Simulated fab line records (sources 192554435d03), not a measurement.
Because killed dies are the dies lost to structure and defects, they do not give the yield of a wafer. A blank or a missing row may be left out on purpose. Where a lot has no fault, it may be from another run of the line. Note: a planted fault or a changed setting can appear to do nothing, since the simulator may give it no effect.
Chamber matching || flow n5Finfet || 3 sister chambers for N5_BEOL_M10_CURE_71 on uvCure-03
The step cures SiCOH lowk, time 240 s. 6 wafers are shown with their chamber, then 8 later ones without.

== WAFERS WITH THEIR CHAMBER ==
{"wafer": "L076.3", "chamber": 1, "wafer_temp_C_max": 385.9, "lampPowerPct (%)": 52.28}
{"wafer": "L076.4", "chamber": 1, "wafer_temp_C_max": 386.4, "lampPowerPct (%)": 52.31}
{"wafer": "L079.6", "chamber": 2, "wafer_temp_C_max": 387.9, "lampPowerPct (%)": 52.24}
{"wafer": "L085.4", "chamber": 0, "wafer_temp_C_max": 386.4, "lampPowerPct (%)": 52.30}
{"wafer": "L085.5", "chamber": 0, "wafer_temp_C_max": 386.0, "lampPowerPct (%)": 52.27}
{"wafer": "L083.1", "chamber": 2, "wafer_temp_C_max": 387.5, "lampPowerPct (%)": 52.38}

== WAFERS MISSING THEIR CHAMBER ==
{"wafer": "L083.3", "wafer_temp_C_max": 387.7, "lampPowerPct (%)": 52.35}
{"wafer": "L083.5", "wafer_temp_C_max": 387.7, "lampPowerPct (%)": 52.25}
{"wafer": "L090.1", "wafer_temp_C_max": 385.9, "lampPowerPct (%)": 52.33}
{"wafer": "L090.4", "wafer_temp_C_max": 386.2, "lampPowerPct (%)": 52.30}
{"wafer": "L090.5", "wafer_temp_C_max": 385.8, "lampPowerPct (%)": 52.26}
{"wafer": "L091.3", "wafer_temp_C_max": 386.8, "lampPowerPct (%)": 52.31}
{"wafer": "L091.4", "wafer_temp_C_max": 385.9, "lampPowerPct (%)": 52.34}
{"wafer": "L091.5", "wafer_temp_C_max": 386.4, "lampPowerPct (%)": 52.33}

== WHICH CHAMBER EACH ONE RAN IN ==
{"wafer": "L083.3", "from the rows above": 2, "in truth": 2}
{"wafer": "L083.5", "from the rows above": 2, "in truth": 2}
{"wafer": "L090.1", "from the rows above": "can't be placed: 1 or 0", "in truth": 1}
{"wafer": "L090.4", "from the rows above": "can't be placed: 1 or 0", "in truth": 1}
{"wafer": "L090.5", "from the rows above": "can't be placed: 1 or 0", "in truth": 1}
{"wafer": "L091.3", "from the rows above": "can't be placed: 0 or 1 or 2", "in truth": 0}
{"wafer": "L091.4", "from the rows above": "can't be placed: 1 or 0", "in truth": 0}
{"wafer": "L091.5", "from the rows above": "can't be placed: 0 or 1", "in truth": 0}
Placed correctly: 2 of 8. Can't be placed from these rows: 6 (the true chamber is among the candidates in 6). Placed wrongly: 0.
How it was worked out, from the rows above alone: a wafer's distance from a chamber is the root of the sum, over the readings, of the square of ((its reading less the chamber's mean) divided by the reading's scatter). If the next closest chamber is less than 2 further off than the closest, the wafer can't be placed; otherwise it belongs to the closest. Each chamber's mean is taken over the wafers shown for it. How the scatter is found: for the shown wafers, subtract from each reading the mean of its chamber, square and add these, divide the total by (wafers less chambers), then take the root.
